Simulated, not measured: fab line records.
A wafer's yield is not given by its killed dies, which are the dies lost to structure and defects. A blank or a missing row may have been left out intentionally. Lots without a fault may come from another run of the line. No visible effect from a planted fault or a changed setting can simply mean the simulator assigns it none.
Chamber matching -- flow n5 finfet -- N5_BEOL_M1_CO_CAP_55 on cvd co-02 has 3 sister chambers
The step material Co, precursor CCTBA/H2, target thk 2 nm, time 102.1 s. 3 wafers are shown with their chamber, then 12 later ones without.

## WAFERS PAIRED WITH THEIR CHAMBERS
wafer,chamber,heater power w (W)
L088.6,1,231
L090.4,0,215
L090.6,2,231

## WAFERS WHOSE CHAMBER IS MISSING
wafer,heater power w (W)
L092.3,235
L092.5,235
L092.6,210
L091.1,230
L091.2,238
L091.6,234
L095.2,235
L095.5,225
L095.6,232
L094.2,208
L094.3,240
L094.6,227

## WHICH CHAMBER EACH WENT THROUGH
wafer,from the rows above,in truth
L092.3,can't be placed: 1 or 2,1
L092.5,can't be placed: 1 or 2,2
L092.6,0,0
L091.1,can't be placed: 1 or 2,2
L091.2,can't be placed: 1 or 2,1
L091.6,can't be placed: 1 or 2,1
L095.2,can't be placed: 1 or 2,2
L095.5,can't be placed: 1 or 2 or 0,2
L095.6,can't be placed: 1 or 2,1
L094.2,0,0
L094.3,can't be placed: 1 or 2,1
L094.6,can't be placed: 1 or 2 or 0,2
Placed correctly: 2 of 12. Can't be placed from these rows: 10 (the true chamber is among the candidates in 10). Wrongly placed: 0.
How it was worked out, from the rows above alone: a wafer's distance from a chamber is the root of the sum, over the readings, of the square of ((its reading less the chamber's mean) divided by the reading's scatter). The wafer belongs to the nearest chamber; if the next one is less than 2 further off, it can't be placed. For every chamber, the mean is computed from those of its wafers that are shown. The scatter: root of mean squared gap, hidden wafer to nearest shown wafer, with one shown wafer a chamber.
